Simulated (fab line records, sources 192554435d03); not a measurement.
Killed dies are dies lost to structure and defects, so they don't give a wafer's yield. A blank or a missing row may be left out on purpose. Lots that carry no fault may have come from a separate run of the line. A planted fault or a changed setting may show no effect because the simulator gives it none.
A lot that was struck, set against a sound lot | flow n5 finfet | 16 steps out of a route of 1938
Sound: these wafers, L500.3, L500.5, L500.6. Wafers L519.2, L519.3, L519.5 were the ones struck. The cause comes at the end.
For every step that has rows: the tool of each side, followed by ch and its chambers, followed by its first start. Under that, the readings that differ: sound wafers | struck wafers | difference of the means | sigmas: that difference in standard deviations of wafers without a fault.
alike: words and numbers the same on both sides, and readings whose means are apart by under 2 such deviations; not compared: readings that were withheld, readings missing a value for some wafer, numbers with overlapping values and no deviation given by the record, and bounds like >300 which may hide the same value.
A row with sigmas, a row that says differs or no value, or rows on one side alone: a step with any of these is where the two part. When numbers do not overlap yet have no deviation, they are printed without sigmas and do not part them. A reading that every wafer of one side lacks parts them only if that side has two wafers or more.

first, 4 steps without rows for these wafers: N5_DUMMY_GATE_ETCH_36 (etches SiARC in CF4, target depth 13 nm); N5_DUMMY_GATE_ETCH_37 (etches SOC in N2/H2, target depth 60 nm, overetch 30 nm); N5_DUMMY_GATE_STRIP_38 (strips in N2/H2); N5_DUMMY_GATE_STRIP_39 (strips in N2/H2).
N5_DUMMY_GATE_TRIM_49: chemistry O2, time 29 s, target cd 14 nm.
  sound on rie si-05 ch 2,3, day 3 14:29; struck on rie si-01 ch 1,2,3, day 8 05:20
  alike: drypump motor current A, oes product au, throttle valve pct
  not compared: rf hours counter h
then, 1 step without rows for these wafers: N5_DUMMY_GATE_STRIP_40 (strips in CF4).
N5_DUMMY_GATE_CD_MEAS_50: target cd 14 nm.
  sound on cd sem-03, day 3 14:38; struck on cd sem-01, day 8 05:29
  alike: cd nm
N5_DUMMY_GATE_ETCH_31: etches SiO2 in C4F6/O2, target depth 82.5 nm, time 27.5 s.
  sound on rie diel-03 ch 2,3, day 3 14:48; struck on rie diel-02 ch 0,1,2, day 8 05:32
  alike: drypump motor current A, oes_f_703_au, oes product au, rf vpp V, showerhead plenum p Torr, throttle valve pct
  not compared: rf hours counter h
N5_DUMMY_GATE_STRIP_41: strips in O2.
  sound on rie diel-03 ch 2,3, day 3 14:51; struck on rie diel-02 ch 0,1,2, day 8 05:35
  alike: drypump motor current A, o2 flow sccm, oes product au, rf vpp V, showerhead plenum p Torr, throttle valve pct
  not compared: rf hours counter h
N5_DUMMY_GATE_HM_OPEN_21: chemistry CH3F/O2, target SiNx, target depth 120 nm, time 171.4 s.
  sound on rie diel-03 ch 2,3, day 3 14:53; struck on rie diel-02 ch 0,1,2, day 8 05:37
  alike: drypump motor current A, oes_f_703_au, oes product au, rf vpp V, showerhead plenum p Torr, throttle valve pct
  not compared: rf hours counter h
then, 1 step without rows for these wafers: N5_DUMMY_GATE_ETCH_32 (etches SiO2 in CF4, target depth 3.5 nm, time 3.9 s).
N5_DUMMY_GATE_ETCH_23: etches poly-Si in HBr/Cl2/O2, target depth 41 nm, time 22.3 s.
  sound on rie si-01 ch 1,2, day 3 15:05; struck on rie si-01 ch 0,2,3, day 8 05:49
  alike: drypump motor current A, oes product au, throttle valve pct
  not compared: rf hours counter h
N5_DUMMY_GATE_ETCH_44: etches poly-Si in HBr/O2, stops on SiO2, target depth 127.5 nm.
  sound on rie si-01 ch 1,2, day 3 15:08; struck on rie si-01 ch 0,2,3, day 8 05:52
  reading                                     | sound | struck      | difference | sigmas
  model.SiO2_of_DUMMY_GATE_ALD_02.thk nm (nm) | 2 2 2 | 1.2 1.2 1.2 | -0.8       |
  alike: drypump motor current A, oes product au, throttle valve pct
  not compared: rf hours counter h
N5_DUMMY_GATE_CD_MEAS_24: target cd 15 nm.
  sound on cd sem-02, day 3 15:15; struck on cd sem-02, day 8 05:59
  reading    | sound          | struck         | difference | sigmas
  cd nm (nm) | 15.1 16.1 15.1 | 14.5 15.1 14.7 | -0.7       | -2
-- record jumps: 5 days separate the struck wafers' starts on either side; left off in module DUMMY_GATE, taken up again in module BEOL_M4, whose first shown step is the route's number 1111 --
N5_BEOL_M4_RC_MEAS_101:
  sound on prober-01 ch 0, day 8 11:04; struck on prober-01 ch 0, day 13 15:58
  reading        | sound             | struck            | difference | sigmas
  DIBL_N (mV/V)  | 35.9 34.2 35.9    | 38.3 38.2 39.5    | +3.3       | +2
  DIBL_P (mV/V)  | 36.5 35.0 36.7    | 39.5 39.4 41.2    | +4.0       | +2
  IOFF_N (nA/um) | 0.143 0.128 0.141 | 0.169 0.177 0.203 | +0.046     | +2
  alike: IOFF_P, ION_N, ION_P, SS_N, SS_P, VT_N, VT_P
next, for these wafers, 1 step has no rows: N5_PASSIVATION_PROBE_49.

== WHERE THEY PART ==
Last at N5_BEOL_M4_RC_MEAS_101 as far as this record goes, first at N5_DUMMY_GATE_CD_MEAS_24.

WHY: the cause the simulator had injected
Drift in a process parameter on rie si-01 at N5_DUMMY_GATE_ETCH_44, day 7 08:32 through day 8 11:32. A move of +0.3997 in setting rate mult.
